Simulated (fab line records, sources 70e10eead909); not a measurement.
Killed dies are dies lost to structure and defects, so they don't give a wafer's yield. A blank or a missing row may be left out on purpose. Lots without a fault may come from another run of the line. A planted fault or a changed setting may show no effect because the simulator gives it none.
A struck lot beside a sound one | flow nand_harc | 15 steps out of a route of 1159
Sound: wafers L135.1, L135.2, L135.4. Struck: wafers L125.1, L125.4, L125.6. The cause comes at the end.
At each step with rows: each side's tool, then ch and its chambers, then its first start. Under that, the readings that differ: sound wafers | struck wafers | difference of the means | sigmas: that difference in standard deviations of wafers without a fault.
alike: readings whose means differ by less than 2 such deviations, and words and numbers that are the same on both sides. not compared: withheld readings, readings that some wafer has no value for, bounds like >300 that may hide the same value, and numbers for which the record gives no deviation and whose values overlap.
The two part at a step that has a row with sigmas, a row that says differs or no value, or rows on one side only. Numbers that don't overlap but have no deviation are shown without sigmas and don't part them. A reading that every wafer of one side lacks parts them only if that side has two wafers or more.

NHARC_A_CHANNEL_FILL_D1_ETCHBACK_20: etches the open film in C4F8/O2/Ar, target depth 27 nm, time 13.5 s.
  sound on rie_diel-11 ch 1,2,3, day 14 19:23; struck on rie_diel-10 ch 0,3, day 13 01:35
  alike: oes_product_au, rf_vpp_V
  not compared: rf_hours_counter_h
NHARC_A_CHANNEL_FILL_D1_STRIP_28: strips in O2, time 20 s.
  sound on rie_diel-11 ch 1,2,3, day 14 19:28; struck on rie_diel-10 ch 0,1, day 13 01:41
  alike: drypump_motor_current_A, oes_product_au, rf_vpp_V, showerhead_plenum_p_Torr, throttle_valve_pct
  not compared: rf_hours_counter_h
then, 4 steps without rows for these wafers: NHARC_A_CHANNEL_FILL_D1_PRECLEAN_21 (cleans in dHF, time 30 s); NHARC_A_CHANNEL_FILL_D1_SRD_23; NHARC_A_CHANNEL_FILL_D1_CVD_05 (deposits poly-Si, target thk 5 nm); NHARC_A_CHANNEL_FILL_D1_ANNEAL_22 (time 7200 s).
NHARC_A_CHANNEL_FILL_D1_THK_MEAS_06: measures by ellipsometry.
  sound on film_metro-01, day 15 08:02; struck on film_metro-02, day 13 13:19
  alike: thk_nm
NHARC_A_CHANNEL_FILL_D1_ALD_25: deposits SiOx, target thk 60 nm, pulse time 10 s, ald cycles 600.
  sound on ald_hk-04 ch 0,1,2, day 15 12:54; struck on ald_hk-01 ch 1,3, day 13 13:59
  alike: heater_power_w, precursor_pulse_height_rel
  not compared: since_wet_clean_h
NHARC_A_CHANNEL_FILL_D1_ETCHBACK_08: etches the open film in C4F8, target depth 220 nm, time 110 s.
  sound on rie_diel-04 ch 0,1,2; struck on rie_diel-10 ch 0,2,3
  reading               | sound          | struck         | difference | sigmas
  oes_product_au (a.u.) | 1.01 0.99 1.01 | 0.92 0.91 0.90 | -0.09      | -2
  alike: rf_vpp_V
  not compared: rf_hours_counter_h
NHARC_A_CHANNEL_FILL_D1_STRIP_29: strips in O2, time 20 s.
  sound on rie_diel-04 ch 0,1,3; struck on rie_diel-10 ch 0,2,3
  alike: drypump_motor_current_A, oes_product_au, rf_vpp_V, showerhead_plenum_p_Torr, throttle_valve_pct
  not compared: rf_hours_counter_h
then, 2 steps without rows for these wafers: NHARC_A_CHANNEL_FILL_D1_PRECLEAN_30 (cleans in dHF, time 30 s); NHARC_A_CHANNEL_FILL_D1_SRD_31.
NHARC_A_CHANNEL_FILL_D1_CVD_09: deposits poly-Si, target thk 150 nm, time 3000 s.
  sound on lpcvd_poly-02 ch 0, day 15 21:10; struck on lpcvd_poly-02, day 13 22:07
  no value came back on the struck wafers for any of 6 readings (pressure_mtorr (mTorr), run_length_s (s) and others); on the sound wafers pressure_mtorr (mTorr) reads 199.6 199.9 199.9
NHARC_A_CHANNEL_FILL_D1_CMP_10: polishes, target thk 150 nm.
  sound on cmp-03 ch 1,2,3, day 16 00:22; struck on cmp-04 ch 0,2, day 14 01:18
  reading                | sound          | struck      | difference | sigmas
  time_to_endpoint_s (s) | 14.9 16.1 14.7 | 2.2 6.7 5.7 | -10.4      | -5
  alike: motor_current_A, slurry_filter_dp_kPa
then, 1 step without rows for these wafers: NHARC_END_SORT_01.

WHERE THEY PART
First at NHARC_A_CHANNEL_FILL_D1_ETCHBACK_08; last, within this record, at NHARC_A_CHANNEL_FILL_D1_CMP_10.

WHY: what the simulator had put in
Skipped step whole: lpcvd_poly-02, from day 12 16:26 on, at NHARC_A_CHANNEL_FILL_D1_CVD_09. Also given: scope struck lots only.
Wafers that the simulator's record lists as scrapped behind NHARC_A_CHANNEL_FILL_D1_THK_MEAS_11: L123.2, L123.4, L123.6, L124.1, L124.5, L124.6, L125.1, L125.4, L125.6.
